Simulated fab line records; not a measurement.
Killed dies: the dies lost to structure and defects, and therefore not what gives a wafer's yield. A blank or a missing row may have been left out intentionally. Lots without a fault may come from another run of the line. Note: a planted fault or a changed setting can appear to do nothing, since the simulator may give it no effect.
fab line records	flow nand_harc
[record] lots = 24	wafers = 72	last_day = 25
route steps=1159 shown P_M2@339 A_CHANNEL_HOLE_D1@463 A_CHANNEL_FILL_D1@499
lots with no fault: from the same line, run without faults
start_h: start of the lot's first displayed wafer, in hours after the record's first day	wait_h: how many hours have passed since the lot's step before this one	" unchanged from the row above	L1.1+2: one row covering several wafers at once	- either no value or no given start	* or withheld: withheld	< > ~ a bound
route shown NAME@n: names a module that has steps shown in the file, with the first one's number in the route	usual: the fault-free wafers' mean and standard deviation	same: alike in all rows	chamber/n: place in a boat	sites: readings site by site	_std_site: how widely they spread, as a standard deviation	_edge_site: the outer-site mean with the inner-site mean subtracted	radius_mm: for every site, how far away it sits from the centre of the wafer	mask NAME#n: copy n	behind: the tool/chamber that last shaped the wafer	hold: why the lot was held/for how many hours/how that ended	device: the transistor (n, p or np) that didn't switch	end of line: tests of these same wafers at the route's end	a step without rows: its recipe alone	killed: not the wafer's yield, but the dies lost to structure and defects at the first sort	map: dies across one wafer; x = killed, . = not, _ = none there
set.NAME: the setting that was run; set.NAME@STEP: the one run at that earlier step	model.NAME: the simulator's own value behind a step, which no gauge read
route steps across a sampled set of lots; one table per step, one row per wafer
services: from which hour (start_h, from the record's first day; less than 0 if before it) a tool's chamber was out of use, for how many hours, and why
[[steps]]
[step NHARC_P_M2_PRE_CLEAN_30]
[recipe] time_s = 30	temp_c = 280	gas = H2/He
[usual] heater_power_w = 410/50
lot.wafer	tool	chamber	start_h	wait_h	heater_power_w
L074.1	pvd_sputter-03	-	-	-	416
L074.5	"	-	"	"	337
L074.6	"	-	"	"	428
L075.1	pvd_sputter-01	-	-	-	333
L075.3	"	-	"	"	401
L075.2	"	-	"	"	470
L076.1	pvd_sputter-03	-	-	-	422
L076.3	"	-	"	"	455
L076.5	"	-	"	"	434
L077.1	pvd_sputter-01	-	-	-	462
L077.2	"	-	"	"	321
L077.6	"	-	"	"	416
L079.2	pvd_sputter-01	-	-	-	463
L079.3	"	-	"	"	460
L079.6	"	-	"	"	411
L078.4	pvd_sputter-03	-	-	-	341
L078.3	"	-	"	"	422
L078.6	"	-	"	"	347
L081.4	pvd_sputter-01	-	-	-	485
L081.3	"	-	"	"	338
L081.6	"	-	"	"	492
L080.4	pvd_sputter-02	-	-	-	441
L080.3	"	-	"	"	409
L080.2	"	-	"	"	375
L082.2	pvd_sputter-01	-	-	-	343
L082.1	"	-	"	"	423
L082.5	"	-	"	"	446
L083.1	pvd_sputter-01	-	-	-	350
L083.2	"	-	"	"	407
L083.5	"	-	"	"	341
L084.1	pvd_sputter-03	-	-	-	447
L084.5	"	-	"	"	344
L084.6	"	-	"	"	429
L087.2	pvd_sputter-03	-	-	-	414
L087.3	"	-	"	"	367
L087.1	"	-	"	"	342
L086.1	pvd_sputter-03	-	-	-	367
L086.3	"	-	"	"	337
L086.5	"	-	"	"	422
L085.2	pvd_sputter-03	-	-	-	448
L085.6	"	-	"	"	438
L085.5	"	-	"	"	366
L088.2	pvd_sputter-01	-	-	-	346
L088.1	"	-	"	"	412
L088.4	"	-	"	"	478
L089.3	pvd_sputter-03	-	-	-	342
L089.6	"	-	"	"	365
L089.5	"	-	"	"	330
L090.1	pvd_sputter-02	-	-	-	418
L090.3	"	-	"	"	381
L090.5	"	-	"	"	379
L092.3	pvd_sputter-01	-	-	-	410
L092.4	"	-	"	"	486
L092.1	"	-	"	"	331
L091.4	pvd_sputter-02	-	-	-	507
L091.6	"	-	"	"	421
L091.5	"	-	"	"	376
L094.1	pvd_sputter-03	-	-	-	417
L094.3	"	-	"	"	440
L094.6	"	-	"	"	344
L093.3	pvd_sputter-02	-	-	-	414
L093.4	"	-	"	"	378
L093.1	"	-	"	"	381
L095.3	pvd_sputter-03	-	-	-	335
L095.6	"	-	"	"	441
L095.5	"	-	"	"	362
L096.3	pvd_sputter-02	-	-	-	380
L096.2	"	-	"	"	502
L096.1	"	-	"	"	400
L097.1	pvd_sputter-02	-	-	-	409
L097.4	"	-	"	"	395
L097.3	"	-	"	"	398
[step NHARC_P_M2_PVD_20]
[recipe] target_thk_a = 50	bias_v = 168.6	power_w = 15000	chamber_pressure_pa = 0.12	time_s = 8.06	substrate_temp_c = 50	material = TaN
[usual] throttle_valve_pct = 29.8/0.74
lot.wafer	tool	chamber	start_h	wait_h	throttle_valve_pct
L074.1	pvd_sputter-03	-	-	-	30.0
L074.5	"	-	"	"	29.9
L074.6	"	-	"	"	29.9
L075.1	pvd_sputter-01	-	-	-	30.2
L075.2	"	-	"	"	29.2
L075.3	"	-	"	"	28.9
L076.1	pvd_sputter-03	-	-	-	29.2
L076.3	"	-	"	"	30.0
L076.5	"	-	"	"	31.1
L077.1	pvd_sputter-01	-	-	-	29.0
L077.2	"	-	"	"	30.2
L077.6	"	-	"	"	30.4
L079.2	pvd_sputter-01	-	-	-	29.1
L079.3	"	-	"	"	30.2
L079.6	"	-	"	"	30.4
L078.4	pvd_sputter-03	-	-	-	29.2
L078.3	"	-	"	"	31.1
L078.6	"	-	"	"	29.9
L081.4	pvd_sputter-01	-	-	-	30.5
L081.3	"	-	"	"	29.1
L081.6	"	-	"	"	30.2
L080.4	pvd_sputter-02	-	-	-	28.8
L080.2	"	-	"	"	31.5
L080.3	"	-	"	"	29.3
L082.1	pvd_sputter-01	-	-	-	30.8
L082.2	"	-	"	"	30.3
L082.5	"	-	"	"	28.8
L083.1	pvd_sputter-01	-	-	-	30.9
L083.2	"	-	"	"	29.9
L083.5	"	-	"	"	30.6
L084.1	pvd_sputter-03	-	-	-	30.0
L084.5	"	-	"	"	30.9
L084.6	"	-	"	"	30.1
L087.1	pvd_sputter-03	-	-	-	29.3
L087.3	"	-	"	"	31.4
L087.2	"	-	"	"	29.8
L086.3	pvd_sputter-03	-	-	-	29.7
L086.1	"	-	"	"	29.9
L086.5	"	-	"	"	29.1
L085.2	pvd_sputter-03	-	-	-	28.9
L085.6	"	-	"	"	30.1
L085.5	"	-	"	"	29.1
L088.2	pvd_sputter-01	-	-	-	29.3
L088.4	"	-	"	"	30.2
L088.1	"	-	"	"	30.6
L089.3	pvd_sputter-03	-	-	-	29.7
L089.5	"	-	"	"	30.1
L089.6	"	-	"	"	30.0
L090.1	pvd_sputter-02	-	-	-	29.0
L090.3	"	-	"	"	29.2
L090.5	"	-	"	"	29.2
L092.4	pvd_sputter-01	-	-	-	30.5
L092.3	"	-	"	"	30.1
L092.1	"	-	"	"	30.8
L091.4	pvd_sputter-02	-	-	-	31.2
L091.6	"	-	"	"	29.2
L091.5	"	-	"	"	29.1
L094.1	pvd_sputter-03	-	-	-	29.1
L094.3	"	-	"	"	31.1
L094.6	"	-	"	"	29.1
L093.1	pvd_sputter-02	-	-	-	29.1
L093.3	"	-	"	"	31.1
L093.4	"	-	"	"	29.2
L095.3	pvd_sputter-03	-	-	-	29.0
L095.5	"	-	"	"	29.9
L095.6	"	-	"	"	29.2
L096.2	pvd_sputter-02	-	-	-	29.1
L096.1	"	-	"	"	28.9
L096.3	"	-	"	"	29.3
L097.4	pvd_sputter-02	-	-	-	29.0
L097.3	"	-	"	"	28.8
L097.1	"	-	"	"	31.4
[step NHARC_P_M2_INSPECT_27]
[usual] raw_defect_count = 311/120
lot.wafer	tool	chamber	start_h	wait_h	raw_defect_count
L074.1	defect_inspect-02	-	117.36	0.0	348
L074.5	"	-	"	"	479
L074.6	"	-	"	"	455
L075.1	defect_inspect-02	-	126.75	0.0	163
L075.2	"	-	"	"	306
L075.3	"	-	"	"	175
L076.1	defect_inspect-01	-	147.33	0.0	404
L076.3	"	-	"	"	360
L076.5	"	-	"	"	207
L077.1	defect_inspect-01	-	148.76	0.0	333
L077.2	"	-	"	"	320
L077.6	"	-	"	"	529
L079.2	defect_inspect-01	-	149.44	0.0	182
L079.3	"	-	"	"	207
L079.6	"	-	"	"	233
L078.3	defect_inspect-01	-	156.35	0.0	159
L078.4	"	-	"	"	133
L078.6	"	-	"	"	266
L081.3	defect_inspect-01	-	170.41	0.0	372
L081.4	"	-	"	"	292
L081.6	"	-	"	"	279
L080.2	defect_inspect-01	-	170.82	0.0	645
L080.3	"	-	"	"	268
L080.4	"	-	"	"	458
L082.1	defect_inspect-02	-	181.08	0.0	297
L082.2	"	-	"	"	335
L082.5	"	-	"	"	495
L083.1	defect_inspect-01	-	187.05	0.0	280
L083.2	"	-	"	"	202
L083.5	"	-	"	"	319
L084.1	defect_inspect-02	-	192.87	0.0	320
L084.5	"	-	"	"	285
L084.6	"	-	"	"	365
L087.1	defect_inspect-02	-	221.88	0.0	225
L087.2	"	-	"	"	271
L087.3	"	-	"	"	318
L086.1	defect_inspect-02	-	222.22	0.0	448
L086.3	"	-	"	"	292
L086.5	"	-	"	"	415
L085.2	defect_inspect-01	-	223.11	0.0	274
L085.5	"	-	"	"	344
L085.6	"	-	"	"	321
L088.1	defect_inspect-01	-	223.84	0.0	314
L088.2	"	-	"	"	333
L088.4	"	-	"	"	175
L089.3	defect_inspect-02	-	226.75	0.0	181
L089.5	"	-	"	"	273
L089.6	"	-	"	"	190
L090.1	defect_inspect-02	-	230.65	0.0	281
L090.3	"	-	"	"	238
L090.5	"	-	"	"	377
L092.1	defect_inspect-01	-	232.82	0.0	215
L092.3	"	-	"	"	216
L092.4	"	-	"	"	212
L091.4	defect_inspect-01	-	233.94	0.0	262
L091.5	"	-	"	"	205
L091.6	"	-	"	"	361
L094.1	defect_inspect-02	-	239.94	0.0	465
L094.3	"	-	"	"	384
L094.6	"	-	"	"	458
L093.1	defect_inspect-02	-	240.51	0.0	198
L093.3	"	-	"	"	188
L093.4	"	-	"	"	246
L095.3	defect_inspect-01	-	257.06	0.0	308
L095.5	"	-	"	"	385
L095.6	"	-	"	"	327
L096.1	defect_inspect-02	-	257.54	0.0	325
L096.2	"	-	"	"	240
L096.3	"	-	"	"	413
L097.1	defect_inspect-02	-	266.85	0.0	334
L097.3	"	-	"	"	490
L097.4	"	-	"	"	306
[step NHARC_P_M2_PRE_CLEAN_32]
[recipe] time_s = 12	temp_c = 370	rf_power_w = 300	gas = NH3
[usual] heater_power_w = 623/63
lot.wafer	tool	chamber	start_h	wait_h	heater_power_w
L074.1	pecvd-02	1	117.44	0.1	651
L074.5	"	1	"	"	665
L074.6	"	2	"	"	661
L075.2	pecvd-01	0	126.82	0.1	613
L075.1	"	1	"	"	619
L075.3	"	2	"	"	560
L076.1	pecvd-03	1	147.41	0.1	646
L076.3	"	2	"	"	685
L076.5	"	0	"	"	553
L077.2	pecvd-01	1	148.83	0.1	624
L077.1	"	2	"	"	662
L077.6	"	0	"	"	513
L079.2	pecvd-03	0	149.63	0.2	563
L079.3	"	1	"	"	612
L079.6	"	0	"	"	544
L078.3	pecvd-01	2	156.43	0.1	646
L078.6	"	1	"	"	634
L078.4	"	2	"	"	655
L081.3	pecvd-03	0	170.50	0.1	531
L081.6	"	1	"	"	715
L081.4	"	2	"	"	612
L080.3	pecvd-02	1	170.88	0.1	580
L080.2	"	0	"	"	648
L080.4	"	1	"	"	559
L082.1	pecvd-03	0	181.16	0.1	534
L082.2	"	1	"	"	696
L082.5	"	2	"	"	666
L083.2	pecvd-02	0	187.12	0.1	720
L083.1	"	1	"	"	521
L083.5	"	0	"	"	721
L084.1	pecvd-03	0	192.95	0.1	538
L084.5	"	2	"	"	680
L084.6	"	1	"	"	639
L087.1	pecvd-03	1	221.95	0.1	726
L087.2	"	2	"	"	705
L087.3	"	0	"	"	558
L086.1	pecvd-03	1	222.29	0.1	723
L086.3	"	0	"	"	566
L086.5	"	0	"	"	571
L085.2	pecvd-01	1	223.20	0.1	555
L085.6	"	0	"	"	555
L085.5	"	1	"	"	576
L088.2	pecvd-01	2	223.91	0.1	626
L088.1	"	1	"	"	654
L088.4	"	1	"	"	660
L089.3	pecvd-03	0	226.82	0.1	516
L089.6	"	1	"	"	698
L089.5	"	2	"	"	680
L090.3	pecvd-02	2	230.72	0.1	627
L090.1	"	0	"	"	664
L090.5	"	0	"	"	674
L092.3	pecvd-03	0	232.89	0.1	533
L092.1	"	2	"	"	589
L092.4	"	2	"	"	597
L091.4	pecvd-03	0	234.04	0.1	551
L091.6	"	1	"	"	681
L091.5	"	2	"	"	587
L094.3	pecvd-03	1	240.01	0.1	658
L094.1	"	2	"	"	643
L094.6	"	0	"	"	581
L093.1	pecvd-03	0	241.12	0.6	558
L093.3	"	1	"	"	648
L093.4	"	0	"	"	557
L095.3	pecvd-01	1	257.17	0.1	546
L095.5	"	1	"	"	535
L095.6	"	0	"	"	595
L096.1	pecvd-02	0	257.60	0.1	746
L096.2	"	1	"	"	600
L096.3	"	2	"	"	618
L097.1	pecvd-01	1	266.92	0.1	611
L097.3	"	0	"	"	586
L097.4	"	2	"	"	619
[step NHARC_A_CHANNEL_HOLE_D1_OVL_MEAS_11]
[usual] overlay_x_nm = 0.0/0.67	overlay_y_nm = -0.1/1.1
lot.wafer	tool	chamber	start_h	wait_h	overlay_x_nm	overlay_y_nm
L075.1	overlay-01	-	172.79	-	0.3	1.4
L075.2	"	-	"	"	-0.3	0.9
L075.3	"	-	"	"	-0.2	0.9
L074.1	overlay-02	-	173.00	-	-1.0	1.2
L074.5	"	-	"	"	-0.5	1.2
L074.6	"	-	"	"	-0.1	1.3
L079.2	overlay-01	-	192.96	-	0.9	-1.1
L079.3	"	-	"	"	0.7	-0.9
L079.6	"	-	"	"	1.5	-1.4
L077.1	overlay-01	-	193.12	-	0.1	-1.5
L077.2	"	-	"	"	0.2	-1.8
L077.6	"	-	"	"	0.2	-1.0
L076.1	overlay-01	-	194.13	-	-0.1	-1.3
L076.3	"	-	"	"	0.2	-1.2
L076.5	"	-	"	"	-0.3	-1.7
L078.3	overlay-02	-	201.45	-	-0.7	-0.4
L078.4	"	-	"	"	-0.3	0.0
L078.6	"	-	"	"	-0.6	-0.7
L081.3	overlay-01	-	216.03	-	0.6	0.6
L081.4	"	-	"	"	0.3	0.5
L081.6	"	-	"	"	0.0	-0.3
L080.2	overlay-01	-	216.48	-	0.0	0.1
L080.3	"	-	"	"	-0.4	0.4
L080.4	"	-	"	"	0.6	0.1
L082.1	overlay-01	-	227.06	-	-1.0	-0.2
L082.2	"	-	"	"	-1.1	-0.4
L082.5	"	-	"	"	-0.1	0.1
L083.1	overlay-01	-	231.36	-	-0.3	-0.9
L083.2	"	-	"	"	-0.1	-0.8
L083.5	"	-	"	"	-0.1	-0.9
L084.1	overlay-01	-	236.43	-	0.6	-2.9
L084.5	"	-	"	"	1.0	-2.6
L084.6	"	-	"	"	0.3	-2.6
L088.1	overlay-01	-	266.28	-	-0.1	0.0
L088.2	"	-	"	"	-0.4	0.4
L088.4	"	-	"	"	-0.3	0.3
L085.2	overlay-02	-	266.59	-	0.3	-0.4
L085.5	"	-	"	"	0.2	-0.1
L085.6	"	-	"	"	0.3	-1.0
L086.1	overlay-02	-	268.29	-	0.3	-0.7
L086.3	"	-	"	"	0.2	-0.8
L086.5	"	-	"	"	-0.2	-0.6
L087.1	overlay-01	-	268.47	-	1.6	0.4
L087.2	"	-	"	"	1.0	-0.2
L087.3	"	-	"	"	1.0	0.1
L091.4	overlay-02	-	278.90	-	-0.2	0.2
L091.5	"	-	"	"	0.4	0.2
L091.6	"	-	"	"	-0.3	-0.1
L090.1	overlay-02	-	279.42	-	-0.8	0.1
L090.3	"	-	"	"	-0.4	0.4
L090.5	"	-	"	"	-0.6	0.1
L092.1	overlay-02	-	280.72	-	-1.2	1.0
L092.3	"	-	"	"	-1.3	2.0
L092.4	"	-	"	"	-1.1	1.6
L089.3	overlay-01	-	280.87	-	0.6	0.2
L089.5	"	-	"	"	0.3	0.4
L089.6	"	-	"	"	-0.3	0.4
L094.1	overlay-02	-	286.28	-	0.8	0.8
L094.3	"	-	"	"	0.4	1.1
L094.6	"	-	"	"	0.6	0.9
L093.1	overlay-01	-	287.00	-	-1.0	0.4
L093.3	"	-	"	"	-0.5	0.3
L093.4	"	-	"	"	-0.9	0.8
L095.3	overlay-02	-	303.39	-	0.1	0.4
L095.5	"	-	"	"	0.4	0.4
L095.6	"	-	"	"	0.2	0.6
L096.1	overlay-02	-	304.90	-	-0.7	1.8
L096.2	"	-	"	"	-0.3	1.5
L096.3	"	-	"	"	-0.6	1.8
L097.1	overlay-02	-	313.25	-	1.3	-1.7
L097.3	"	-	"	"	0.8	-2.1
L097.4	"	-	"	"	1.2	-1.7
[step NHARC_A_CHANNEL_FILL_D1_ETCHBACK_19]
[recipe] target_depth_a = 50	time_s = 1.7	hbr_flow_sccm = 150	cl2_flow_sccm = 50	rf_w = 400	icp_w = 400	bias_w = 100	chemistry = HBr/Cl2
[usual] drypump_motor_current_A = 5.9/0.39	hbr_flow_sccm = 150.0/0.4	oes_product_au = 0.998/0.011	throttle_valve_pct = 26.406/0.0094
lot.wafer	tool	chamber	start_h	wait_h	drypump_motor_current_A	hbr_flow_sccm	oes_product_au	rf_hours_counter_h	throttle_valve_pct
L075.1	rie_si-01	3	204.70	0.4	6.4	149.9	1.002	0.5	26.406
L075.3	"	1	"	"	6.0	149.8	0.995	0.7	26.403
L075.2	"	2	"	"	6.6	150.4	0.994	0.7	26.394
L074.1	rie_si-06	2	204.72	0.4	6.0	149.9	0.988	0.2	26.379
L074.5	"	1	"	"	5.3	149.0	0.993	-	26.413
L074.6	"	2	"	"	6.0	150.7	0.997	-	26.402
L079.2	rie_si-06	2	225.25	0.4	6.0	150.7	0.996	0.4	26.412
L079.3	"	3	"	"	5.9	150.4	1.011	0.3	26.419
L079.6	"	2	"	"	6.0	150.7	1.002	-	26.406
L077.2	rie_si-01	1	225.27	0.4	6.0	149.9	0.974	0.8	26.407
L077.1	"	2	"	"	6.6	150.3	0.990	0.8	26.410
L077.6	"	1	"	"	6.0	150.2	0.965	-	26.415
L076.3	rie_si-06	0	230.03	0.4	6.2	149.8	0.990	0.4	26.412
L076.1	"	3	"	"	5.9	149.7	1.011	0.4	26.403
L076.5	"	0	"	"	6.2	150.2	0.986	-	26.409
L078.4	rie_si-06	0	233.18	0.4	6.2	149.5	0.983	0.4	26.420
L078.3	"	2	"	"	6.0	150.3	0.993	0.4	26.396
L078.6	"	3	"	"	5.9	150.1	1.010	-	26.400
L080.3	rie_si-06	0	250.10	0.4	6.2	150.5	0.991	0.6	26.402
L080.2	"	1	"	"	5.3	149.3	0.987	0.6	26.407
L080.4	"	2	"	"	6.0	149.6	0.986	0.5	26.392
L081.4	rie_si-01	2	250.12	0.4	6.6	150.3	0.994	1.1	26.420
L081.3	"	3	"	"	6.4	149.6	0.988	0.9	26.390
L081.6	"	1	"	"	6.0	149.5	0.988	-	26.416
L082.2	rie_si-06	2	258.68	0.4	6.0	150.0	0.996	0.7	26.402
L082.1	"	0	"	"	6.2	150.0	0.983	0.7	26.390
L082.5	"	2	"	"	6.0	150.0	0.997	-	26.412
L083.1	rie_si-03	1	264.04	0.4	5.3	149.8	0.992	1.1	26.408
L083.2	"	0	"	"	5.5	149.4	1.002	1.2	26.394
L083.5	"	2	"	"	6.2	150.3	1.007	-	26.400
L084.1	rie_si-01	1	267.73	0.4	6.0	150.3	0.985	1.3	26.425
L084.5	"	0	"	"	5.3	149.4	1.003	-	26.409
L084.6	"	1	"	"	6.0	149.7	0.988	-	26.406
L088.4	rie_si-06	3	297.98	0.4	5.9	150.2	1.004	0.9	26.413
L088.2	"	0	"	"	6.2	151.1	1.006	0.9	26.402
L088.1	"	2	"	"	6.0	150.0	0.996	0.9	26.414
L085.2	rie_si-03	2	297.98	0.4	6.2	150.3	0.977	1.3	26.394
L085.5	"	2	"	"	6.2	150.5	0.989	-	26.414
L085.6	"	3	"	"	6.2	149.8	0.991	-	26.399
L087.1	rie_si-06	2	301.46	0.4	6.0	149.4	0.986	0.9	26.415
L087.2	"	3	"	"	5.9	149.5	1.003	0.9	26.414
L087.3	"	0	"	"	6.2	150.3	1.000	1.0	26.412
L086.1	rie_si-01	0	301.47	0.4	5.3	150.0	1.010	1.4	26.412
L086.3	"	1	"	"	5.9	150.4	0.983	1.5	26.407
L086.5	"	0	"	"	5.3	149.7	1.011	-	26.413
L090.3	rie_si-06	0	310.34	0.4	6.2	149.9	0.987	1.1	26.404
L090.1	"	3	"	"	5.8	149.6	1.009	1.1	26.416
L090.5	"	1	"	"	5.4	150.0	1.011	-	26.422
L091.4	rie_si-03	0	310.36	0.4	5.5	149.5	1.009	1.6	26.411
L091.5	"	3	"	"	6.2	150.1	1.004	-	26.404
L091.6	"	0	"	"	5.5	149.6	0.986	-	26.405
L092.1	rie_si-06	3	314.08	0.4	5.9	149.5	1.006	1.1	26.402
L092.3	"	0	"	"	6.2	149.9	0.994	1.1	26.393
L092.4	"	2	"	"	6.0	149.7	0.987	1.1	26.403
L089.3	rie_si-03	2	314.14	0.4	6.2	150.9	0.983	1.5	26.388
L089.5	"	3	"	"	6.2	150.1	1.007	-	26.396
L089.6	"	0	"	"	5.5	150.5	0.990	-	26.412
L093.3	rie_si-06	1	319.14	0.4	5.3	150.4	1.003	1.2	26.411
L093.1	"	2	"	"	6.0	149.3	0.983	1.2	26.412
L093.4	"	0	"	"	6.2	150.3	0.997	1.2	26.394
L094.3	rie_si-03	0	319.15	0.4	5.5	149.8	0.997	1.7	26.429
L094.1	"	2	"	"	6.2	150.2	1.004	1.5	26.403
L094.6	"	3	"	"	6.2	150.2	0.991	-	26.401
L095.3	rie_si-06	2	334.53	0.4	6.0	150.0	0.989	1.3	26.398
L095.6	"	2	"	"	6.0	149.6	0.993	-	26.415
L095.5	"	3	"	"	5.9	149.5	1.002	-	26.404
L096.1	rie_si-01	2	334.54	0.4	6.6	149.7	0.989	0.2	26.400
L096.3	"	3	"	"	6.4	150.0	0.996	0.2	26.410
L096.2	"	1	"	"	6.0	149.7	0.996	0.2	26.408
L097.1	rie_si-03	2	347.90	0.4	6.2	149.7	1.027	0.0	26.392
L097.3	"	3	"	"	6.2	150.5	1.012	0.0	26.414
L097.4	"	0	"	"	5.5	150.1	0.997	0.0	26.419
[[services]]
tool	chamber	start_h	hours	kind
rie_si-06	0	100.06	11.6	repair
pvd_sputter-03	-	102.00	10.0	pm
pecvd-03	-	111.15	13.0	pm
rie_si-01	-	127.00	9.0	pm
rie_si-01	3	145.38	2.3	repair
rie_si-03	-	155.00	9.0	pm
pvd_sputter-01	-	158.06	10.0	pm
pvd_sputter-02	-	167.76	0.7	repair
rie_si-06	-	183.00	9.0	pm
rie_si-03	0	191.66	1.7	repair
pvd_sputter-01	-	210.20	3.8	repair
pvd_sputter-02	-	214.00	10.0	pm
pvd_sputter-01	-	219.12	1.2	repair
pecvd-01	-	237.04	13.0	pm
pvd_sputter-01	-	237.14	38.6	repair
pvd_sputter-03	-	280.00	10.0	pm
rie_si-06	1	282.13	1.9	repair
pecvd-03	-	292.15	13.0	pm
rie_si-01	1	295.23	4.4	repair
rie_si-01	-	304.00	9.0	pm
rie_si-01	-	318.45	0.8	repair
pvd_sputter-01	-	322.97	0.6	repair
pvd_sputter-01	-	336.06	10.0	pm
rie_si-06	-	341.80	0.5	repair
[[key]]
fault none
